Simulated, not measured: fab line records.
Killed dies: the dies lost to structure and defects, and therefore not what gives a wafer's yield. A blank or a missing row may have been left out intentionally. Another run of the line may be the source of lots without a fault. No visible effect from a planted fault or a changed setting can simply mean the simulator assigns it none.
fab line records | flow n5Finfet | part 1 of 2: steps 1 to 25 of 38
record: lots: 5 | wafers: 15 | lastDay: 18
route steps=1938 shown MIM_TOP_LITHO@1843 MIM_TOP_ETCH@1851 MIM_BOT_LITHO@1854 MIM_BOT_ETCH@1866 PASS1_CAP@1873 TV_LITHO@1875
lots that met no fault: from a run of the same line without faults
startH: hours from the record's opening day to when the first of the lot's shown wafers began | waitH: hours elapsed since this lot's preceding step | " unchanged from the row above | L1.1+2: a single row standing in for several wafers | - value missing, or start not given | * or withheld: withheld | < > ~ a bound
route shown NAME@n: names a module that has steps shown in the file, with the first one's number in the route | usual: average and standard deviation across the fault-free wafers | same: alike in all rows | chamber/n: place in a boat | sites: the reading at each site | _std_site: standard deviation of those values | _edge_site: mean of outer sites minus mean of inner sites | radiusMm: for every site, how far away it sits from the centre of the wafer | mask NAME#n: copy n | behind: the tool/chamber that last shaped the wafer | hold: why the lot was held/for how many hours/how that ended | device: the transistor (n, p or np) that didn't switch | end of line: the same wafers' tests at the end of the route | where a step has no rows: the recipe by itself | killed: dies lost to structure and defects at the first sort, not the wafer's yield | map: dies across one wafer; x = killed, . = not, _ = none there
set.NAME: the setting that was run; set.NAME@STEP: the one run at that earlier step | model.NAME: the simulator's own value behind a step, which no gauge read
a table for each step, a row for each wafer; lots at some steps of the route
services: the hour from which a tool's chamber was out of use, counted from the record's first day as startH (under 0 if before that day), plus the number of hours and why
== steps ==
step: N5_MIM_TOP_LITHO_EXPOSE_05
recipe: maskId: MIM_TOP | na: 0.55 | sourceShape: conventional | sigmaOuter: 0.8 | polarization: unpolarized | targetCdNm: 2000 | doseMj: 20.5
same: sigmaOuter: 0.8
lot.wafer  | tool          | chamber | startH | waitH | mask
L078.1+2+6 | krfScanner-02 | 0       | 298.24 | -     | MIM_TOP#0
L090.1+5+6 | krfScanner-01 | 0       | 371.10 | -     | MIM_TOP#0
L091.2+3+4 | krfScanner-01 | 0       | 373.41 | -     | MIM_TOP#0
L095.1+2+4 | krfScanner-01 | 0       | 404.59 | -     | MIM_TOP#0
L097.1+5+6 | krfScanner-01 | 0       | 422.17 | -     | MIM_TOP#0
step: N5_MIM_TOP_LITHO_PEB_06
recipe: pebTempC: withheld | pebTimeS: *
lot.wafer  | tool          | chamber | startH | waitH
L078.1+2+6 | lithoTrack-04 | 0       | 298.30 | 0.1
L090.1+5+6 | lithoTrack-05 | 0       | 371.16 | 0.1
L091.2+3+4 | lithoTrack-04 | 0       | 373.46 | 0.0
L095.1+2+4 | lithoTrack-05 | 0       | 404.65 | 0.1
L097.1+5+6 | lithoTrack-05 | 0       | 422.22 | 0.1
step: N5_MIM_TOP_LITHO_DEVELOP_07
recipe: developTimeS: 60 | rinseLiquid: diw | dry: airSpin | devTempC: 21
lot.wafer  | tool          | chamber | startH | waitH
L078.1+2+6 | lithoTrack-04 | 0       | -      | -
L090.1+5+6 | lithoTrack-05 | 0       | -      | -
L091.2+3+4 | lithoTrack-04 | 0       | -      | -
L095.1+2+4 | lithoTrack-05 | 0       | -      | -
L097.1+5+6 | lithoTrack-05 | 0       | -      | -
step: N5_MIM_TOP_LITHO_HARDBAKE_09
recipe: tempC: 130 | timeS: 120
lot.wafer  | tool          | chamber | startH | waitH
L078.1+2+6 | lithoTrack-04 | 0       | -      | -
L090.1+5+6 | lithoTrack-05 | 0       | -      | -
L091.2+3+4 | lithoTrack-04 | 0       | -      | -
L095.1+2+4 | lithoTrack-05 | 0       | -      | -
L097.1+5+6 | lithoTrack-05 | 0       | -      | -
step: N5_MIM_TOP_LITHO_CD_MEAS_08
recipe: targetCdNm: 2000 | landingEnergyEv: 500 | detector: seInlens
usual: cdNm: 2000.5/2
lot.wafer | tool     | chamber | startH | waitH | cdNm
L078.1    | cdSem-03 | 0       | 298.42 | -     | 2001.5
L078.2    | "        | 0       | "      | "     | 1997.1
L078.6    | "        | 0       | "      | "     | 1999.1
L090.1    | cdSem-02 | 0       | 371.28 | -     | 2002.9
L090.5    | "        | 0       | "      | "     | 2002.7
L090.6    | "        | 0       | "      | "     | 2000.6
L091.2    | cdSem-02 | 0       | 373.58 | -     | 2000.7
L091.3    | "        | 0       | "      | "     | 1997.6
L091.4    | "        | 0       | "      | "     | 2000.9
L095.1    | cdSem-02 | 0       | 404.77 | -     | 2002.6
L095.2    | "        | 0       | "      | "     | 2003.8
L095.4    | "        | 0       | "      | "     | 2002.0
L097.1    | cdSem-01 | 0       | 422.34 | -     | 2001.9
L097.5    | "        | 0       | "      | "     | 2003.7
L097.6    | "        | 0       | "      | "     | 2003.8
step: N5_MIM_TOP_LITHO_OVL_MEAS_11
recipe: pointsPerWafer: 44
usual: MIM_TOP_OVL: 0/4.6
lot.wafer | tool       | chamber | startH | waitH | MIM_TOP_OVL[nm]
L078.1    | overlay-01 | 0       | 298.45 | 0.0   | -2
L078.2    | "          | 0       | "      | "     | 0
L078.6    | "          | 0       | "      | "     | -3
L090.1    | overlay-02 | 0       | 371.31 | 0.0   | 9
L090.5    | "          | 0       | "      | "     | -3
L090.6    | "          | 0       | "      | "     | 4
L091.2    | overlay-02 | 0       | 373.61 | 0.0   | -3
L091.3    | "          | 0       | "      | "     | 0
L091.4    | "          | 0       | "      | "     | -4
L095.1    | overlay-01 | 0       | 404.80 | 0.0   | 11
L095.2    | "          | 0       | "      | "     | 0
L095.4    | "          | 0       | "      | "     | 6
L097.1    | overlay-01 | 0       | 422.37 | 0.0   | -6
L097.5    | "          | 0       | "      | "     | -3
L097.6    | "          | 0       | "      | "     | 0
step: N5_MIM_TOP_LITHO_INSPECT_12
recipe: mode: adi | inspectInstrument: macro
usual: rawDefectCount: 2.2/1.6
lot.wafer | tool             | chamber | startH | waitH | rawDefectCount
L078.1    | defectInspect-01 | -       | 298.47 | 0.0   | 4
L078.2    | "                | -       | "      | "     | 3
L078.6    | "                | -       | "      | "     | 7
L090.1    | defectInspect-01 | -       | 371.33 | 0.0   | 1
L090.5    | "                | -       | "      | "     | 2
L090.6    | "                | -       | "      | "     | 3
L091.2    | defectInspect-01 | -       | 373.64 | 0.0   | 2
L091.3    | "                | -       | "      | "     | 3
L091.4    | "                | -       | "      | "     | 1
L095.1    | defectInspect-01 | -       | 404.82 | 0.0   | 6
L095.2    | "                | -       | "      | "     | 1
L095.4    | "                | -       | "      | "     | 3
L097.1    | defectInspect-01 | -       | 422.40 | 0.0   | 1
L097.5    | "                | -       | "      | "     | 0
L097.6    | "                | -       | "      | "     | 0
step: N5_MIM_TOP_LITHO_DESCUM_10
recipe: chemistry: O2 | timeS: 7.9 | sourcePowerW: 50 | biasPowerW: 20 | pressureMtorr: 20 | rfFrequencyHz: 2.712e+07 | tempC: 40 | o2FlowSccm: 225
usual: drypumpMotorCurrentA: 5.5/0.38 | oesProductAu: 0.81/0.099 | rfVppV: 243.3/1.1 | showerheadPlenumPTorr: 2.11/0.056 | throttleValvePct: 20.34/0.26
lot.wafer | tool       | chamber | startH | waitH | drypumpMotorCurrentA | oesProductAu | rfHoursCounterH | rfVppV | showerheadPlenumPTorr | throttleValvePct
L078.1    | rieDiel-02 | 1       | 298.51 | 0.0   | 5.6                  | 0.66         | 242             | 244.1  | 2.16                  | 20.74
L078.2    | "          | 3       | "      | "     | 5.8                  | 0.72         | 181             | 243.5  | 2.08                  | 20.62
L078.6    | "          | 2       | "      | "     | 5.4                  | 0.99         | -               | 243.6  | 2.17                  | 20.38
L090.1    | rieDiel-02 | 1       | 371.36 | 0.0   | 5.6                  | 0.96         | 8               | 242.6  | 2.16                  | 20.30
L090.5    | "          | 0       | "      | "     | 5.2                  | 0.82         | -               | 245.7  | 2.20                  | 20.51
L090.6    | "          | 3       | "      | "     | 5.8                  | 0.69         | -               | 242.1  | 2.07                  | 20.68
L091.2    | rieDiel-01 | 0       | 373.67 | 0.0   | 5.6                  | 0.90         | 48              | 244.3  | 2.13                  | 19.87
L091.3    | "          | 3       | "      | "     | 5.2                  | 0.88         | 35              | 240.9  | 2.05                  | 20.06
L091.4    | "          | 1       | "      | "     | 6.1                  | 0.74         | -               | 243.6  | 2.08                  | 20.43
L095.1    | rieDiel-01 | 2       | 404.86 | 0.0   | 4.8                  | 0.92         | 12              | 243.1  | 2.04                  | 20.04
L095.2    | "          | 1       | "      | "     | 6.1                  | 0.73         | 172             | 243.3  | 2.08                  | 20.43
L095.4    | "          | 0       | "      | "     | 5.6                  | 0.87         | 58              | 243.4  | 2.12                  | 19.89
L097.1    | rieDiel-01 | 0       | 422.43 | 0.0   | 5.6                  | 0.86         | 65              | 244.0  | 2.12                  | 19.91
L097.5    | "          | 2       | "      | "     | 4.8                  | 0.89         | -               | 241.4  | 2.04                  | 20.04
L097.6    | "          | 3       | "      | "     | 5.2                  | 0.86         | -               | 241.5  | 2.04                  | 20.07
step: N5_MIM_TOP_ETCH_ETCH_00
recipe: chemistry: Cl2/BCl3 | target: TiN | targetDepthA: 385 | ionEnergyEv: 150 | pressureMtorr: 10 | icpW: 1000 | biasW: 126 | Cl2_flow_sccm: 53.25 | bcl3FlowSccm: 21.75 | Ar_flow_sccm: 25
usual: drypumpMotorCurrentA: 6.0/0.41 | oesProductAu: 0.81/0.13 | throttleValvePct: 22.7/0.32
lot.wafer | tool        | chamber | startH | waitH | drypumpMotorCurrentA | oesProductAu | rfHoursCounterH | throttleValvePct
L078.1    | rieMetal-01 | 0       | 298.59 | 0.1   | 5.9                  | 0.76         | 50              | 22.5
L078.2    | "           | 0       | "      | "     | 6.0                  | 0.75         | -               | 22.5
L078.6    | "           | 0       | "      | "     | 5.9                  | 0.76         | -               | 22.5
L090.1    | rieMetal-03 | 0       | 371.45 | 0.1   | 6.6                  | 0.95         | 6               | 22.4
L090.5    | "           | 0       | "      | "     | 6.6                  | 0.95         | -               | 22.4
L090.6    | "           | 1       | "      | "     | 5.6                  | 0.70         | -               | 23.1
L091.2    | rieMetal-02 | 1       | 373.76 | 0.1   | 6.1                  | 0.96         | 3               | 22.7
L091.3    | "           | 0       | "      | "     | 5.6                  | 0.64         | -               | 23.0
L091.4    | "           | 1       | "      | "     | 6.1                  | 0.97         | -               | 22.7
L095.1    | rieMetal-03 | 1       | 404.94 | 0.1   | 5.6                  | 0.69         | 80              | 23.2
L095.2    | "           | 0       | "      | "     | 6.6                  | 0.92         | 10              | 22.4
L095.4    | "           | 0       | "      | "     | 6.6                  | 0.92         | -               | 22.4
L097.1    | rieMetal-03 | 1       | 422.52 | 0.1   | 5.6                  | 0.70         | 81              | 23.1
L097.5    | "           | 0       | "      | "     | 6.6                  | 0.91         | -               | 22.4
L097.6    | "           | 1       | "      | "     | 5.6                  | 0.69         | -               | 23.2
step: N5_MIM_TOP_ETCH_STRIP_01
recipe: chemistry: O2 | powerW: 600 | tempC: 60 | pressureMtorr: 30 | rfFrequencyHz: 6e+07 | biasPowerW: 0 | overashFraction: 0.5 | o2FlowSccm: 225
usual: drypumpMotorCurrentA: 5.9/0.4 | oesProductAu: 0.78/0.1 | rfVppV: 3.7/1.3 | showerheadPlenumPTorr: 2.12/0.081 | throttleValvePct: 16.72/0.26
lot.wafer | tool       | chamber | startH | waitH | drypumpMotorCurrentA | oesProductAu | rfHoursCounterH | rfVppV | showerheadPlenumPTorr | throttleValvePct
L078.1    | rieDiel-04 | 2       | 298.85 | 0.2   | 6.1                  | 1.04         | 1               | 2.9    | 2.05                  | 16.50
L078.2    | "          | 1       | "      | "     | 5.2                  | 0.77         | 128             | 2.2    | 2.10                  | 16.92
L078.6    | "          | 1       | "      | "     | 5.2                  | 0.77         | -               | 3.5    | 2.10                  | 16.91
L090.1    | rieDiel-05 | 2       | 371.71 | 0.2   | 6.3                  | 0.70         | 222             | 3.5    | 2.09                  | 16.68
L090.5    | "          | 1       | "      | "     | 5.8                  | 0.70         | -               | 4.8    | 2.08                  | 17.02
L090.6    | "          | 2       | "      | "     | 6.3                  | 0.70         | -               | 3.7    | 2.09                  | 16.71
L091.2    | rieDiel-04 | 0       | 373.90 | 0.1   | 5.2                  | 0.68         | 225             | 3.7    | 1.98                  | 17.07
L091.3    | "          | 2       | "      | "     | 6.2                  | 0.93         | 26              | 2.7    | 2.04                  | 16.52
L091.4    | "          | 1       | "      | "     | 5.2                  | 0.76         | 153             | 3.2    | 2.10                  | 16.94
L095.1    | rieDiel-05 | 0       | 405.13 | 0.1   | 6.3                  | 0.91         | 28              | 4.3    | 2.23                  | 16.40
L095.2    | "          | 1       | "      | "     | 5.8                  | 0.72         | 250             | 2.9    | 2.07                  | 17.06
L095.4    | "          | 2       | "      | "     | 6.3                  | 0.68         | -               | 1.6    | 2.08                  | 16.75
L097.1    | rieDiel-03 | 3       | 422.66 | 0.1   | 5.7                  | 0.80         | 81              | 2.0    | 2.12                  | 16.53
L097.5    | "          | 2       | "      | "     | 5.8                  | 0.88         | -               | 4.4    | 2.23                  | 16.36
L097.6    | "          | 1       | "      | "     | 5.1                  | 0.75         | -               | 3.5    | 2.00                  | 16.41
step: N5_MIM_TOP_ETCH_PECVD_03
recipe: material: SiNx | targetThkA: 200 | tempC: 400 | precursor: SiH4/NH3/N2 | pressureTorr: 1.5 | rfW: 300 | timeS: 17.6
usual: heaterPowerW: 805/110 | showerheadPlenumPTorr: 5.19/0.088 | throttleValvePct: 39.8/2.4
lot.wafer | tool     | chamber | startH | waitH | heaterPowerW | showerheadPlenumPTorr | throttleValvePct
L078.1    | pecvd-04 | 0       | 298.92 | -     | 594          | 5.17                  | 35.9
L078.2    | "        | 1       | "      | "     | 752          | 5.11                  | 39.4
L078.6    | "        | 0       | "      | "     | 575          | 5.17                  | 36.0
L090.1    | pecvd-04 | 0       | 371.78 | -     | 604          | 5.16                  | 36.3
L090.5    | "        | 0       | "      | "     | 591          | 5.16                  | 36.2
L090.6    | "        | 1       | "      | "     | 764          | 5.11                  | 39.4
L091.2    | pecvd-04 | 0       | 373.96 | -     | 668          | 5.17                  | 36.4
L091.3    | "        | 2       | "      | "     | 710          | 5.22                  | 39.8
L091.4    | "        | 1       | "      | "     | 665          | 5.10                  | 39.6
L095.1    | pecvd-01 | 2       | 405.19 | -     | 938          | 5.16                  | 44.0
L095.2    | "        | 0       | "      | "     | 780          | 5.30                  | 39.7
L095.4    | "        | 2       | "      | "     | 927          | 5.18                  | 44.1
L097.1    | pecvd-04 | 0       | 422.73 | -     | 658          | 5.17                  | 36.6
L097.5    | "        | 0       | "      | "     | 647          | 5.17                  | 36.6
L097.6    | "        | 2       | "      | "     | 686          | 5.23                  | 39.9
step: N5_MIM_BOT_LITHO_HMDS_01
recipe: timeS: 60 | tempC: 120
lot.wafer  | tool          | chamber | startH | waitH
L078.1+2+6 | lithoTrack-05 | 0       | 298.99 | 0.0
L090.1+5+6 | lithoTrack-05 | 0       | 371.85 | 0.0
L091.2+3+4 | lithoTrack-02 | 0       | 374.03 | 0.0
L095.1+2+4 | lithoTrack-01 | 0       | 405.28 | 0.1
L097.1+5+6 | lithoTrack-05 | 0       | 422.80 | 0.0
step: N5_MIM_BOT_LITHO_COAT_02
recipe: spinRpm: * | resistThkNm: *
lot.wafer  | tool          | chamber | startH | waitH
L078.1+2+6 | lithoTrack-05 | 0       | -      | -
L090.1+5+6 | lithoTrack-05 | 0       | -      | -
L091.2+3+4 | lithoTrack-02 | 0       | -      | -
L095.1+2+4 | lithoTrack-01 | 0       | -      | -
L097.1+5+6 | lithoTrack-05 | 0       | -      | -
step: N5_MIM_BOT_LITHO_EBR_04
recipe: solvent: PGMEA | ebrWidthMm: 1.5
lot.wafer  | tool          | chamber | startH | waitH
L078.1+2+6 | lithoTrack-05 | 0       | -      | -
L090.1+5+6 | lithoTrack-05 | 0       | -      | -
L091.2+3+4 | lithoTrack-02 | 0       | -      | -
L095.1+2+4 | lithoTrack-01 | 0       | -      | -
L097.1+5+6 | lithoTrack-05 | 0       | -      | -
step: N5_MIM_BOT_LITHO_SOFTBAKE_03
recipe: tempC: 100 | timeS: 90
lot.wafer  | tool          | chamber | startH | waitH
L078.1+2+6 | lithoTrack-05 | 0       | -      | -
L090.1+5+6 | lithoTrack-05 | 0       | -      | -
L091.2+3+4 | lithoTrack-02 | 0       | -      | -
L095.1+2+4 | lithoTrack-01 | 0       | -      | -
L097.1+5+6 | lithoTrack-05 | 0       | -      | -
step: N5_MIM_BOT_LITHO_EXPOSE_05
recipe: maskId: MIM_BOT | na: 0.55 | sourceShape: conventional | sigmaOuter: 0.8 | polarization: unpolarized | doseMj: 24.25
same: sigmaOuter: 0.8
lot.wafer  | tool          | chamber | startH | waitH | mask
L078.1+2+6 | krfScanner-01 | 0       | 299.22 | -     | MIM_BOT#0
L090.1+5+6 | krfScanner-02 | 0       | 371.96 | -     | MIM_BOT#0
L091.2+3+4 | krfScanner-02 | 0       | 374.15 | -     | MIM_BOT#0
L095.1+2+4 | krfScanner-02 | 0       | 405.52 | -     | MIM_BOT#0
L097.1+5+6 | krfScanner-02 | 0       | 422.91 | -     | MIM_BOT#0
step: N5_MIM_BOT_LITHO_PEB_06
recipe: pebTempC: withheld | pebTimeS: *
lot.wafer  | tool          | chamber | startH | waitH
L078.1+2+6 | lithoTrack-02 | 0       | 299.28 | 0.1
L090.1+5+6 | lithoTrack-01 | 0       | 372.01 | 0.1
L091.2+3+4 | lithoTrack-01 | 0       | 374.20 | 0.0
L095.1+2+4 | lithoTrack-01 | 0       | 405.57 | 0.1
L097.1+5+6 | lithoTrack-05 | 0       | 422.97 | 0.1
step: N5_MIM_BOT_LITHO_DEVELOP_07
recipe: developTimeS: 60 | rinseLiquid: diw | dry: airSpin | devTempC: 21
lot.wafer  | tool          | chamber | startH | waitH
L078.1+2+6 | lithoTrack-02 | 0       | -      | -
L090.1+5+6 | lithoTrack-01 | 0       | -      | -
L091.2+3+4 | lithoTrack-01 | 0       | -      | -
L095.1+2+4 | lithoTrack-01 | 0       | -      | -
L097.1+5+6 | lithoTrack-05 | 0       | -      | -
step: N5_MIM_BOT_LITHO_HARDBAKE_09
recipe: tempC: 130 | timeS: 120
lot.wafer  | tool          | chamber | startH | waitH
L078.1+2+6 | lithoTrack-02 | 0       | -      | -
L090.1+5+6 | lithoTrack-01 | 0       | -      | -
L091.2+3+4 | lithoTrack-01 | 0       | -      | -
L095.1+2+4 | lithoTrack-01 | 0       | -      | -
L097.1+5+6 | lithoTrack-05 | 0       | -      | -
step: N5_MIM_BOT_LITHO_CD_MEAS_08
recipe: targetCdNm: 3000 | landingEnergyEv: 500 | detector: seInlens | polarity: opening
usual: cdNm: 3000.9/1.9
lot.wafer | tool     | chamber | startH | waitH | cdNm
L078.1    | cdSem-01 | 0       | 299.40 | -     | 2999.9
L078.2    | "        | 0       | "      | "     | 3001.7
L078.6    | "        | 0       | "      | "     | 2999.5
L090.1    | cdSem-03 | 0       | 372.13 | -     | 3002.5
L090.5    | "        | 0       | "      | "     | 3001.1
L090.6    | "        | 0       | "      | "     | 3001.5
L091.2    | cdSem-01 | 0       | 374.32 | -     | 3001.7
L091.3    | "        | 0       | "      | "     | 3001.1
L091.4    | "        | 0       | "      | "     | 3003.4
L095.1    | cdSem-01 | 0       | 405.69 | -     | 2996.9
L095.2    | "        | 0       | "      | "     | 3000.2
L095.4    | "        | 0       | "      | "     | 3000.5
L097.1    | cdSem-03 | 0       | 423.09 | -     | 2998.6
L097.5    | "        | 0       | "      | "     | 3002.4
L097.6    | "        | 0       | "      | "     | 3003.8
step: N5_MIM_BOT_LITHO_OVL_MEAS_11
recipe: pointsPerWafer: 44
usual: MIM_BOT_OVL: 0/5.4
lot.wafer | tool       | chamber | startH | waitH | MIM_BOT_OVL[nm]
L078.1    | overlay-01 | 0       | 299.43 | 0.0   | 0
L078.2    | "          | 0       | "      | "     | -3
L078.6    | "          | 0       | "      | "     | -1
L090.1    | overlay-02 | 0       | 372.16 | 0.0   | 0
L090.5    | "          | 0       | "      | "     | 5
L090.6    | "          | 0       | "      | "     | 2
L091.2    | overlay-02 | 0       | 374.35 | 0.0   | 5
L091.3    | "          | 0       | "      | "     | 4
L091.4    | "          | 0       | "      | "     | 4
L095.1    | overlay-01 | 0       | 405.72 | 0.0   | -9
L095.2    | "          | 0       | "      | "     | -1
L095.4    | "          | 0       | "      | "     | 6
L097.1    | overlay-02 | 0       | 423.12 | 0.0   | 1
L097.5    | "          | 0       | "      | "     | 4
L097.6    | "          | 0       | "      | "     | 8
step: N5_MIM_BOT_LITHO_INSPECT_12
recipe: mode: adi | inspectInstrument: macro
usual: rawDefectCount: 2.2/1.3
lot.wafer | tool             | chamber | startH | waitH | rawDefectCount
L078.1    | defectInspect-01 | -       | 299.45 | 0.0   | 2
L078.2    | "                | -       | "      | "     | 4
L078.6    | "                | -       | "      | "     | 3
L090.1    | defectInspect-01 | -       | 372.19 | 0.0   | 1
L090.5    | "                | -       | "      | "     | 2
L090.6    | "                | -       | "      | "     | 3
L091.2    | defectInspect-01 | -       | 374.37 | 0.0   | 1
L091.3    | "                | -       | "      | "     | 3
L091.4    | "                | -       | "      | "     | 1
L095.1    | defectInspect-01 | -       | 405.75 | 0.0   | 2
L095.2    | "                | -       | "      | "     | 6
L095.4    | "                | -       | "      | "     | 3
L097.1    | defectInspect-01 | -       | 423.14 | 0.0   | 3
L097.5    | "                | -       | "      | "     | 0
L097.6    | "                | -       | "      | "     | 3
step: N5_MIM_BOT_LITHO_DESCUM_10
recipe: chemistry: O2 | timeS: 7.9 | sourcePowerW: 50 | biasPowerW: 20 | pressureMtorr: 20 | rfFrequencyHz: 2.712e+07 | tempC: 40 | o2FlowSccm: 225
usual: drypumpMotorCurrentA: 5.4/0.38 | oesProductAu: 0.80/0.097 | rfVppV: 243.5/1.1 | showerheadPlenumPTorr: 2.11/0.057 | throttleValvePct: 20.35/0.26
lot.wafer | tool       | chamber | startH | waitH | drypumpMotorCurrentA | oesProductAu | rfHoursCounterH | rfVppV | showerheadPlenumPTorr | throttleValvePct
L078.1    | rieDiel-01 | 1       | 299.49 | 0.0   | 6.1                  | 0.76         | 131             | 241.6  | 2.09                  | 20.37
L078.2    | "          | 3       | "      | "     | 5.2                  | 0.96         | 4               | 242.4  | 2.06                  | 19.98
L078.6    | "          | 2       | "      | "     | 4.8                  | 0.69         | -               | 243.0  | 2.05                  | 20.47
L090.1    | rieDiel-01 | 0       | 372.22 | 0.0   | 5.6                  | 0.90         | 47              | 243.0  | 2.13                  | 19.86
L090.5    | "          | 3       | "      | "     | 5.2                  | 0.89         | -               | 242.2  | 2.05                  | 20.03
L090.6    | "          | 1       | "      | "     | 6.1                  | 0.74         | -               | 243.0  | 2.08                  | 20.43
L091.2    | rieDiel-06 | 1       | 374.41 | 0.0   | 5.6                  | 0.91         | 13              | 244.5  | 2.16                  | 20.12
L091.3    | "          | 0       | "      | "     | 5.2                  | 0.71         | 202             | 242.8  | 2.16                  | 20.72
L091.4    | "          | 2       | "      | "     | 5.0                  | 0.67         | 242             | 243.4  | 2.14                  | 20.28
L095.1    | rieDiel-02 | 1       | 405.78 | 0.0   | 5.7                  | 0.93         | 19              | 245.3  | 2.15                  | 20.31
L095.2    | "          | 0       | "      | "     | 5.2                  | 0.80         | 113             | 245.9  | 2.20                  | 20.53
L095.4    | "          | 3       | "      | "     | 5.9                  | 0.67         | 226             | 242.9  | 2.07                  | 20.69
L097.1    | rieDiel-01 | 2       | 423.19 | 0.0   | 4.8                  | 0.90         | 18              | 241.0  | 2.04                  | 20.04
L097.5    | "          | 1       | "      | "     | 6.1                  | 0.72         | -               | 243.4  | 2.07                  | 20.43
L097.6    | "          | 0       | "      | "     | 5.6                  | 0.86         | -               | 243.9  | 2.12                  | 19.89
step: N5_MIM_BOT_ETCH_ETCH_04
recipe: chemistry: CF4/O2 | target: SiNx | targetDepthA: 260 | timeS: 13 | ionEnergyEv: 100 | pressureMtorr: 40 | sourceW: 535 | biasW: 49 | Ar_flow_sccm: 100 | cf4FlowSccm: 100 | O2_flow_sccm: 10
usual: drypumpMotorCurrentA: 5.4/0.38 | oesProductAu: 0.80/0.097 | rfVppV: 240/5.4 | showerheadPlenumPTorr: 2.23/0.054 | throttleValvePct: 15.94/0.25
lot.wafer | tool       | chamber | startH | waitH | drypumpMotorCurrentA | oesProductAu | rfHoursCounterH | rfVppV | showerheadPlenumPTorr | throttleValvePct
L078.1    | rieDiel-01 | 1       | 299.55 | 0.0   | 6.1                  | 0.77         | 131             | 235    | 2.21                  | 16.00
L078.2    | "          | 3       | "      | "     | 5.2                  | 0.94         | 4               | 242    | 2.17                  | 15.55
L078.6    | "          | 2       | "      | "     | 4.8                  | 0.70         | -               | 244    | 2.18                  | 16.16
L090.1    | rieDiel-01 | 0       | 372.29 | 0.0   | 5.6                  | 0.88         | 47              | 230    | 2.25                  | 15.57
L090.5    | "          | 3       | "      | "     | 5.2                  | 0.86         | -               | 243    | 2.16                  | 15.59
L090.6    | "          | 1       | "      | "     | 6.1                  | 0.74         | -               | 233    | 2.20                  | 16.03
L091.2    | rieDiel-06 | 1       | 374.47 | 0.0   | 5.6                  | 0.92         | 13              | 248    | 2.26                  | 15.59
L091.3    | "          | 0       | "      | "     | 5.2                  | 0.72         | 202             | 247    | 2.28                  | 16.34
L091.4    | "          | 2       | "      | "     | 4.9                  | 0.67         | 242             | 244    | 2.26                  | 15.93
L095.1    | rieDiel-02 | 1       | 405.85 | 0.0   | 5.7                  | 0.94         | 19              | 242    | 2.26                  | 15.82
L095.2    | "          | 0       | "      | "     | 5.2                  | 0.79         | 113             | 239    | 2.31                  | 16.12
L095.4    | "          | 3       | "      | "     | 5.9                  | 0.67         | 226             | 237    | 2.17                  | 16.28
L097.1    | rieDiel-01 | 2       | 423.25 | 0.0   | 4.8                  | 0.90         | 18              | 243    | 2.17                  | 15.70
L097.5    | "          | 1       | "      | "     | 6.2                  | 0.73         | -               | 234    | 2.19                  | 16.05
L097.6    | "          | 0       | "      | "     | 5.6                  | 0.85         | -               | 232    | 2.25                  | 15.60
step: N5_MIM_BOT_ETCH_ETCH_03
recipe: chemistry: Cl2/BCl3 | targetDepthA: 120 | pressureMtorr: 8 | icpW: 800 | biasW: 100 | Cl2_flow_sccm: 20 | bcl3FlowSccm: 80
usual: drypumpMotorCurrentA: 6.0/0.4 | oesProductAu: 0.80/0.13 | throttleValvePct: 27.5/0.32
lot.wafer | tool        | chamber | startH | waitH | drypumpMotorCurrentA | oesProductAu | rfHoursCounterH | throttleValvePct
L078.1    | rieMetal-03 | 1       | 299.64 | 0.1   | 5.6                  | 0.72         | 68              | 28.0
L078.2    | "           | 1       | "      | "     | 5.6                  | 0.72         | -               | 28.0
L078.6    | "           | 1       | "      | "     | 5.6                  | 0.72         | -               | 28.0
L090.1    | rieMetal-03 | 0       | 372.37 | 0.1   | 6.6                  | 0.95         | 7               | 27.2
L090.5    | "           | 0       | "      | "     | 6.6                  | 0.94         | -               | 27.1
L090.6    | "           | 1       | "      | "     | 5.6                  | 0.70         | -               | 28.0
L091.2    | rieMetal-03 | 1       | 374.58 | 0.1   | 5.6                  | 0.71         | 77              | 28.0
L091.3    | "           | 1       | "      | "     | 5.6                  | 0.71         | -               | 28.0
L091.4    | "           | 0       | "      | "     | 6.6                  | 0.95         | -               | 27.1
L095.1    | rieMetal-03 | 1       | 405.94 | 0.1   | 5.6                  | 0.70         | 80              | 28.0
L095.2    | "           | 0       | "      | "     | 6.6                  | 0.92         | 10              | 27.2
L095.4    | "           | 1       | "      | "     | 5.6                  | 0.70         | -               | 28.0
L097.1    | rieMetal-01 | 1       | 423.35 | 0.1   | 6.5                  | 0.92         | 12              | 27.0
L097.5    | "           | 0       | "      | "     | 6.0                  | 0.73         | -               | 27.3
L097.6    | "           | 1       | "      | "     | 6.5                  | 0.91         | -               | 27.1
